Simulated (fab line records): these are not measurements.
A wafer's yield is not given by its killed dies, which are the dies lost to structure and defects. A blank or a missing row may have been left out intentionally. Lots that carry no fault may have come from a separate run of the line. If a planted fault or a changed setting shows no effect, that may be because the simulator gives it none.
Comparing a struck lot with a sound one || flow nandHarc || 25 out of 1302 route steps
Sound: the wafers L181.2, L181.5, L181.6. Struck: wafers L185.1, L185.5, L185.6. Last of all comes the cause.
At each step with rows: each side's tool, then ch and its chambers, then its first start. Under that, the readings that differ: sound wafers || struck wafers || difference of the means || sigmas: that difference in standard deviations of wafers without a fault.
alike: words and numbers the same on both sides, and readings whose means are apart by under 2 such deviations; not compared: readings that were withheld, readings missing a value for some wafer, numbers with overlapping values and no deviation given by the record, and bounds like >300 which may hide the same value.
Wherever a step has rows on one side only, a row that says differs or no value, or a row with sigmas, the two part there. When numbers do not overlap yet have no deviation, they are printed without sigmas and do not part them. A reading missing from all wafers of one side parts the sides only when that side holds two or more wafers.

NHARC_P_ZERO_WELL_INSPECT_43:
  sound: defectInspect-01 at day 4 05:36; struck: defectInspect-02 at day 5 21:19
  alike: rawDefectCount
then, 11 steps without rows for these wafers: NHARC_P_STI_ETCH_26 (etches SiO2 in dHF, target depth 11 nm); NHARC_P_STI_PRECLEAN_27 (cleans in SC1); NHARC_P_STI_SRD_28; NHARC_P_STI_OXIDE_29 (material SiO2, target thk 10 nm, ox time 1362 s); NHARC_P_STI_HM_DEP_30 (deposits Si3N4, target thk 80 nm, time 873 s); NHARC_P_STI_DEHYDRATE_01 (time 120 s); NHARC_P_STI_HMDS_02 (time 30 s); NHARC_P_STI_COAT_41 (time 65 s); NHARC_P_STI_COAT_03 (resist thk 600 nm); NHARC_P_STI_SOFTBAKE_04 (time 70 s); NHARC_P_STI_EBR_05.
NHARC_P_STI_EXPOSE_06: exposes mask P STI, target cd 200 nm.
  sound on krfScanner-04 ch 0, day 4 22:08; struck on krfScanner-04 ch 0, day 6 15:19
{"reading": "mask", "sound": "P_STI#0 P_STI#0 P_STI#0", "struck": "P_STI_R1#0 P_STI_R1#0 P_STI_R1#0", "difference": "differs", "sigmas": ""}
then, 2 steps without rows for these wafers: NHARC_P_STI_PEB_07 (peb time 80 s); NHARC_P_STI_DEVELOP_08 (time 50 s).
NHARC_P_STI_CD_MEAS_09 targets a cd of 200 nm.
  sound on cdSem-01 ch 0, day 4 22:17; struck on cdSem-03 ch 0
{"reading": "cdNm (nm)", "sound": "199.5 198.3 200.6", "struck": "231.9 232.5 231.5", "difference": "+32.5", "sigmas": "+19"}
  not compared: hold
NHARC_P_STI_OVL_MEAS_10:
  sound: overlay-02 at day 4 22:22; struck: overlay-01 at day 6 18:05
{"reading": "hold", "sound": "- - -", "struck": "awaitDispo/2.4h/release awaitDispo/2.4h/release awaitDispo/2.4h/release", "difference": "no value on the sound wafers", "sigmas": ""}
  alike: overlayXNm, overlayYNm
NHARC_P_STI_INSPECT_11:
  sound: defectInspect-01 at day 4 22:24; struck: defectInspect-01 at day 6 18:07
  alike: rawDefectCount
then, 1 step without rows for these wafers: NHARC_P_STI_HARDBAKE_13 (time 65 s).
NHARC_P_STI_DESCUM_14: chemistry O2, time 3 s.
  sound on rieDiel-10 ch 0,1, day 4 22:33; struck on rieDiel-13 ch 1,2,3, day 6 18:17
{"reading": "model.P_STI.cdNm (nm)", "sound": "199.9 198 200.7", "struck": "232.4 232.3 231.1", "difference": "+32.4", "sigmas": ""}
  alike: drypumpMotorCurrentA, oesProductAu, rfVppV, showerheadPlenumPTorr, throttleValvePct
  not compared: rfHoursCounterH
NHARC_P_STI_ETCH_42: etches the open film in N2/H2, target depth 80 nm, overetch 24 nm, time 61 s.
  sound on rieDiel-10 ch 1,2,3, day 4 22:38; struck on rieDiel-13 ch 0,1,3, day 6 18:21
  alike: drypumpMotorCurrentA, oesProductAu, rfVppV, showerheadPlenumPTorr, throttleValvePct
  not compared: rfHoursCounterH
NHARC_P_STI_ETCH_31: etches the open film in CF4/CHF3, target depth 108.9 nm, time 54.5 s.
  sound: rieDiel-10 ch 2,3; struck: rieDiel-13 ch 1,2
  alike: drypumpMotorCurrentA, oesProductAu, rfVppV, showerheadPlenumPTorr, throttleValvePct
  not compared: rfHoursCounterH
NHARC_P_STI_ETCH_15: etches the open film in HBr/Cl2, target depth 300 nm, time 100.1 s.
  sound on rieSi-01 ch 0,1,2, day 4 22:52; struck on rieSi-01 ch 2,3, day 6 18:32
{"reading": "model.P_STI.cdNm (nm)", "sound": "199.4 197.9 199.8", "struck": "232.2 231.8 231.2", "difference": "+32.7", "sigmas": ""}
  alike: drypumpMotorCurrentA, mfcCl2Sccm, oesProductAu, throttleValvePct
  not compared: rfHoursCounterH
NHARC_P_STI_CD_MEAS_16:
  sound: cdSem-01 at day 4 22:59; struck: cdSem-03 at day 6 18:52
{"reading": "cdNm (nm)", "sound": "199.6 197.7 199.9", "struck": "232.2 231.9 231.3", "difference": "+32.7", "sigmas": "+17"}
  not compared: hold
NHARC_P_STI_OCD_MEAS_17:
  sound: ocd-01 at day 4 23:04; struck: ocd-01 at day 6 21:17
{"reading": "trenchFootCdNm (nm)", "sound": "158.7 157.0 159.4", "struck": "191.3 190.3 190.2", "difference": "+32.2", "sigmas": "+19"}
  alike: trenchDepthNm
  not compared: hold

WHERE THEY PART
Earliest at NHARC_P_STI_EXPOSE_06; latest, in this record, at NHARC_P_STI_OCD_MEAS_17.

WHY: the cause the simulator had injected
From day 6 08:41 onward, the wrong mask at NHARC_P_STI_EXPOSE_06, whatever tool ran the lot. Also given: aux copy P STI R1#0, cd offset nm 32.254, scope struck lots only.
